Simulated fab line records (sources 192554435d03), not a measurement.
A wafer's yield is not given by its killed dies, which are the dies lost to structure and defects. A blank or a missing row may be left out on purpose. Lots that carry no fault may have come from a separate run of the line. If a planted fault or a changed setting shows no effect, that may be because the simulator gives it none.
Which tool is to blame? :: flow n5_finfet :: 72 wafers from 24 lots sampled at 2 of the route's 1938 steps

WHAT THE GAUGES SHOWED, per wafer
N5_BEOL_M10_INSPECT_30: inspects for defects (brightfield).
lot: L076
measured: day 11 20:50
on: defect_inspect-01
raw_defect_count: 290 295 388

lot: L078
measured: day 12 08:53
on: defect_inspect-01
raw_defect_count: 434 393 427

lot: L074
measured: day 12 13:16
on: defect_inspect-02
raw_defect_count: 485 693 543

lot: L077
measured: day 12 17:14
on: defect_inspect-01
raw_defect_count: 317 357 365

lot: L079
measured: day 12 19:32
on: defect_inspect-02
raw_defect_count: 413 442 365

lot: L080
measured: day 12 21:49
on: defect_inspect-02
raw_defect_count: 492 352 461

lot: L075
measured: day 13 01:43
on: defect_inspect-02
raw_defect_count: 393 484 462

lot: L081
measured: day 13 13:44
on: defect_inspect-02
raw_defect_count: 239 304 229

lot: L083
measured: day 13 18:58
on: defect_inspect-01
raw_defect_count: 370 579 328

lot: L082
measured: day 13 19:05
on: defect_inspect-01
raw_defect_count: 345 574 523

lot: L086
measured: day 14 22:27
on: defect_inspect-01
raw_defect_count: 469 557 458

lot: L084
measured: day 15 03:29
on: defect_inspect-02
raw_defect_count: 582 473 588

lot: L085
measured: day 15 04:01
on: defect_inspect-01
raw_defect_count: 274 346 348

lot: L087
measured: day 15 06:38
on: defect_inspect-01
raw_defect_count: 466 326 449

lot: L088
measured: day 15 23:53
on: defect_inspect-01
raw_defect_count: 362 356 335

lot: L089
measured: day 15 23:50
on: defect_inspect-01
raw_defect_count: 343 479 379

lot: L091
measured: day 15 23:56
on: defect_inspect-01
raw_defect_count: 418 428 391

lot: L094
measured: day 16 05:11
on: defect_inspect-02
raw_defect_count: 539 603 337

lot: L090
measured: day 16 09:12
on: defect_inspect-01
raw_defect_count: 334 379 362

lot: L092
measured: day 16 16:10
on: defect_inspect-02
raw_defect_count: 279 314 510

lot: L093
measured: day 16 19:19
on: defect_inspect-01
raw_defect_count: 403 358 412

lot: L096
measured: day 17 23:07
on: defect_inspect-01
raw_defect_count: 620 454 333

lot: L095
measured: day 17 22:57
on: defect_inspect-01
raw_defect_count: 348 355 380

lot: L097
measured: day 18 21:43
on: defect_inspect-02
raw_defect_count: 341 334 473

EACH LOT AND THE TOOL THAT RAN IT (in order: tool; ch and the chambers of the sampled wafers; start)
lot: L076
N5_BEOL_M10_HM_DEP_02: pvd_sputter-02, day 11 19:07

lot: L078
N5_BEOL_M10_HM_DEP_02: pvd_sputter-01, day 12 05:36

lot: L074
N5_BEOL_M10_HM_DEP_02: pvd_sputter-01, day 12 09:37

lot: L077
N5_BEOL_M10_HM_DEP_02: pvd_sputter-03, day 12 14:22

lot: L079
N5_BEOL_M10_HM_DEP_02: pvd_sputter-03, day 12 18:04

lot: L080
N5_BEOL_M10_HM_DEP_02: pvd_sputter-03, day 12 18:28

lot: L075
N5_BEOL_M10_HM_DEP_02: pvd_sputter-03, day 12 22:31

lot: L081
N5_BEOL_M10_HM_DEP_02: pvd_sputter-01, day 13 12:02

lot: L083
N5_BEOL_M10_HM_DEP_02: pvd_sputter-02, day 13 16:19

lot: L082
N5_BEOL_M10_HM_DEP_02: pvd_sputter-01, day 13 16:20

lot: L086
N5_BEOL_M10_HM_DEP_02: pvd_sputter-03, day 14 18:40

lot: L084
N5_BEOL_M10_HM_DEP_02: pvd_sputter-03, day 15 02:06

lot: L085
N5_BEOL_M10_HM_DEP_02: pvd_sputter-03, day 15 02:38

lot: L087
N5_BEOL_M10_HM_DEP_02: pvd_sputter-02, day 15 04:32

lot: L088
N5_BEOL_M10_HM_DEP_02: pvd_sputter-01, day 15 21:31

lot: L089
N5_BEOL_M10_HM_DEP_02: pvd_sputter-01, day 15 21:43

lot: L091
N5_BEOL_M10_HM_DEP_02: pvd_sputter-01, day 15 22:10

lot: L094
N5_BEOL_M10_HM_DEP_02: pvd_sputter-01, day 16 03:39

lot: L090
N5_BEOL_M10_HM_DEP_02: pvd_sputter-03, day 16 06:50

lot: L092
N5_BEOL_M10_HM_DEP_02: pvd_sputter-01, day 16 14:13

lot: L093
N5_BEOL_M10_HM_DEP_02: pvd_sputter-02, day 16 17:08

lot: L096
N5_BEOL_M10_HM_DEP_02: pvd_sputter-02, day 17 17:56

lot: L095
N5_BEOL_M10_HM_DEP_02: pvd_sputter-02, day 17 18:24

lot: L097
N5_BEOL_M10_HM_DEP_02: pvd_sputter-02, day 18 19:17
- N5_BEOL_M10_HM_DEP_02: deposits TiN, target thk 20 nm.

WHAT THE TOOLS THEMSELVES READ (means of the sampled wafers that have a number; where no wafer has one, the mark that the record gives instead)
N5_BEOL_M10_HM_DEP_02.
lot: L076
tool: pvd_sputter-02
chamber_pressure_pa (Pa): 0.4997
throttle_valve_pct (%): 29.1

lot: L078
tool: pvd_sputter-01
chamber_pressure_pa (Pa): 0.4999
throttle_valve_pct (%): 29.6

lot: L074
tool: pvd_sputter-01
chamber_pressure_pa (Pa): 0.5015
throttle_valve_pct (%): 29.2

lot: L077
tool: pvd_sputter-03
chamber_pressure_pa (Pa): 0.5002
throttle_valve_pct (%): 30.2

lot: L079
tool: pvd_sputter-03
chamber_pressure_pa (Pa): 0.5002
throttle_valve_pct (%): 29.5

lot: L080
tool: pvd_sputter-03
chamber_pressure_pa (Pa): 0.5003
throttle_valve_pct (%): 30.0

lot: L075
tool: pvd_sputter-03
chamber_pressure_pa (Pa): 0.5007
throttle_valve_pct (%): 31.0

lot: L081
tool: pvd_sputter-01
chamber_pressure_pa (Pa): 0.4996
throttle_valve_pct (%): 30.6

lot: L083
tool: pvd_sputter-02
chamber_pressure_pa (Pa): 0.4993
throttle_valve_pct (%): 29.6

lot: L082
tool: pvd_sputter-01
chamber_pressure_pa (Pa): 0.4998
throttle_valve_pct (%): 29.4

lot: L086
tool: pvd_sputter-03
chamber_pressure_pa (Pa): 0.5002
throttle_valve_pct (%): 29.8

lot: L084
tool: pvd_sputter-03
chamber_pressure_pa (Pa): 0.4999
throttle_valve_pct (%): 30.2

lot: L085
tool: pvd_sputter-03
chamber_pressure_pa (Pa): 0.5002
throttle_valve_pct (%): 30.1

lot: L087
tool: pvd_sputter-02
chamber_pressure_pa (Pa): 0.4994
throttle_valve_pct (%): 29.1

lot: L088
tool: pvd_sputter-01
chamber_pressure_pa (Pa): 0.5004
throttle_valve_pct (%): 28.7

lot: L089
tool: pvd_sputter-01
chamber_pressure_pa (Pa): 0.5004
throttle_valve_pct (%): 29.5

lot: L091
tool: pvd_sputter-01
chamber_pressure_pa (Pa): 0.4990
throttle_valve_pct (%): 31.1

lot: L094
tool: pvd_sputter-01
chamber_pressure_pa (Pa): 0.4997
throttle_valve_pct (%): 29.4

lot: L090
tool: pvd_sputter-03
chamber_pressure_pa (Pa): 0.4996
throttle_valve_pct (%): 30.1

lot: L092
tool: pvd_sputter-01
chamber_pressure_pa (Pa): 0.4993
throttle_valve_pct (%): 29.6

lot: L093
tool: pvd_sputter-02
chamber_pressure_pa (Pa): 0.4996
throttle_valve_pct (%): 29.3

lot: L096
tool: pvd_sputter-02
chamber_pressure_pa (Pa): 0.4998
throttle_valve_pct (%): 29.3

lot: L095
tool: pvd_sputter-02
chamber_pressure_pa (Pa): 0.4998
throttle_valve_pct (%): 29.2

lot: L097
tool: pvd_sputter-02
chamber_pressure_pa (Pa): 0.4991
throttle_valve_pct (%): 29.7

THE ANSWER, worked out from the rows above alone
Rule: usual is defined by the lots themselves. Put in order of their means at a reading, lots are off if they are a third of the lots or fewer, leave a main group of 4 or more, and stand apart from it by a gap of 3 or more times the standard deviation of the main group's means; of several such gaps the widest counts. Not used: any main group whose means are identical at the precision the tables above print for the reading. A lot without any number at a reading at which 4 lots or more have one is off too. The other lots that the step has rows for count as sound. First the gauges in route order, then the tools' own readings, where a lot's mean is used as printed above. At the first step where some lot is off, the reading lying furthest off is the one used; lots without a number count as furthest.
Nothing can be told from this: no lot is off at any reading shown.

WHAT HAD BEEN PUT IN BY THE SIMULATOR
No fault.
